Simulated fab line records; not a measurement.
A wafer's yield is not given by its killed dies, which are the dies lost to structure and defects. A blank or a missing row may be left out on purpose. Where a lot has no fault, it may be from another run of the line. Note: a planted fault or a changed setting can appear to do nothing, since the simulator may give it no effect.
A struck lot beside a sound one    flow n5 finfet    16 out of 1938 route steps
Sound: these wafers, L535.1, L535.2, L535.6. Struck: wafer L527.2 (left out: L527.1, L527.6 of the same lot, which were not struck); the cause appears at the end.
Each step with rows lists, per side, the tool, then ch with its chambers, then its first start. Under that, the readings that differ: sound wafers    struck wafers    difference of the means    sigmas: that difference in standard deviations of wafers without a fault.
alike: same words and numbers on both sides, and readings whose means sit less than 2 such deviations apart. not compared: any withheld reading, any reading some wafer has no value for, any bound like >300 that may hide the same value, and any number with overlapping values for which the record gives no deviation.
A row with sigmas, a row that says differs or no value, or rows on one side alone: a step with any of these is where the two part. When numbers do not overlap yet have no deviation, they are printed without sigmas and do not part them. A reading missing from all wafers of one side parts the sides only when that side holds two or more wafers.

first, 4 steps without rows for these wafers: N5_BEOL_M2_SOFTBAKE_23 (time 60 s); N5_BEOL_M2_EXPOSE_25 (exposes mask V1, defocus 5 nm); N5_BEOL_M2_PEB_26 (peb time 60 s); N5_BEOL_M2_DEVELOP_27 (develop time 30 s).
N5_BEOL_M2_CD_MEAS_28: target cd 26.2 nm, target cd y 24.1 nm.
  sound on cd sem-01 ch 0, day 10 21:03; struck on cd sem-03 ch 0, day 9 00:22
  alike: cd nm
N5_BEOL_M2_OVL_MEAS_29:
  sound on overlay-02 ch 0, day 10 21:05; struck on overlay-02 ch 0, day 9 00:24
  alike: V1_OVL
N5_BEOL_M2_INSPECT_30: inspects for defects (brightfield).
  sound on defect inspect-02 at day 10 21:08; struck on defect inspect-02 at day 9 00:27
  alike: raw defect count
N5_BEOL_M2_DESCUM_33: chemistry O2, time 7 s.
  sound on rie diel-04 ch 0,1, day 10 21:11; struck on rie diel-01 ch 0, day 9 00:29
  alike: drypump motor current A, oes product au, rf vpp V, showerhead plenum p Torr, throttle valve pct
  not compared: rf hours counter h
N5_BEOL_M2_ETCH_77: etches underlayer in N2/H2, target depth 6.5 nm, time 5.2 s.
  sound on rie diel-04 ch 0,1, day 10 21:13; struck on rie diel-01 ch 0, day 9 00:31
  alike: drypump motor current A, etch rf on time s, oes product au, rf vpp V, showerhead plenum p Torr, throttle valve pct
  not compared: rf hours counter h
N5_BEOL_M2_ETCH_69: etches SiARC in CF4, target depth 15.6 nm, time 26 s.
  sound on rie diel-04 ch 0,1, day 10 21:14; struck on rie diel-01 ch 0, day 9 00:32
  alike: drypump motor current A, etch rf on time s, oes product au, rf vpp V, showerhead plenum p Torr, throttle valve pct
  not compared: rf hours counter h
N5_BEOL_M2_ALD_98: deposits SiO2, target thk 2.5 nm, pulse time 1 s, co reactant pulse time 1 s.
  sound on ald sin-02 ch 0,1,3, day 10 21:19; struck on ald sin-02 ch 3, day 9 00:37
  alike: heater power w, precursor pulse height rel, susceptor temp C
N5_BEOL_M2_ETCHBACK_99: etches SiO2 in CHF3, target depth 5 nm, time 10.4 s.
  sound on rie diel-01 ch 0,1,3, day 11 00:37; struck on rie diel-04 ch 3, day 9 02:23
reading                      sound        struck  difference  sigmas
drypump motor current A (A)  5.6 5.6 5.1  6.2     +0.8        +2
  alike: oes product au, rf vpp V, showerhead plenum p Torr, throttle valve pct
  not compared: rf hours counter h
N5_BEOL_M2_ETCH_70: etches SOC in N2/H2, target depth 80 nm, overetch 24 nm, time 130 s.
  sound on rie diel-01 ch 0,1,3, day 11 00:40; struck on rie diel-04 ch 3, day 9 02:25
reading                                     sound              struck  difference  sigmas
drypump motor current A (A)                 5.6 5.5 5.1        6.1     +0.7        +2
showerhead plenum p Torr (Torr)             2.64 2.57 2.62     2.44    -0.17       -2
throttle valve pct (%)                      18.38 17.95 17.90  17.54   -0.54       -2
model.SiARC_of_BEOL_M2_COAT_68.thk nm (nm)  5.8 6 5.8          3.2     -2.7        
  alike: oes product au, rf vpp V
  not compared: rf hours counter h
then, 1 step without rows for these wafers: N5_BEOL_M2_STRIP_71 (strips in N2/H2).
N5_BEOL_M4_RC_MEAS_101:
  sound on prober-02 ch 0, day 11 23:56; struck on prober-01 ch 0, day 10 11:28
  alike: DIBL_N, DIBL_P, IOFF_N, IOFF_P, ION_N, ION_P, SS_N, SS_P, VT_N, VT_P
-- here the record skips 5 days between the struck wafers' starts before and after, leaving off in module BEOL_M4 and picking up in module PASSIVATION (first step shown: number 1936 of the route) --
N5_PASSIVATION_PROBE_49:
  sound on prober-01 at day 16 10:59; struck on prober-02 at day 15 01:00
  alike: defect limited yield, killed_at_M0_to_M3, killed_at_M4_up, killed at contacts, killed at front end, killed at other, killed dies, killed open, killed short, sort_bin_4_leakage, sort_bin_5_function, sort_bin_6_memory, sort n pass, sort yield pct

== WHERE THEY PART ==
Earliest at N5_BEOL_M2_ETCHBACK_99; latest, in this record, at N5_BEOL_M2_ETCH_70. Later steps at which nothing parts them and some readings are alike: N5_BEOL_M4_RC_MEAS_101, N5_PASSIVATION_PROBE_49.

WHY: what had been put in by the simulator
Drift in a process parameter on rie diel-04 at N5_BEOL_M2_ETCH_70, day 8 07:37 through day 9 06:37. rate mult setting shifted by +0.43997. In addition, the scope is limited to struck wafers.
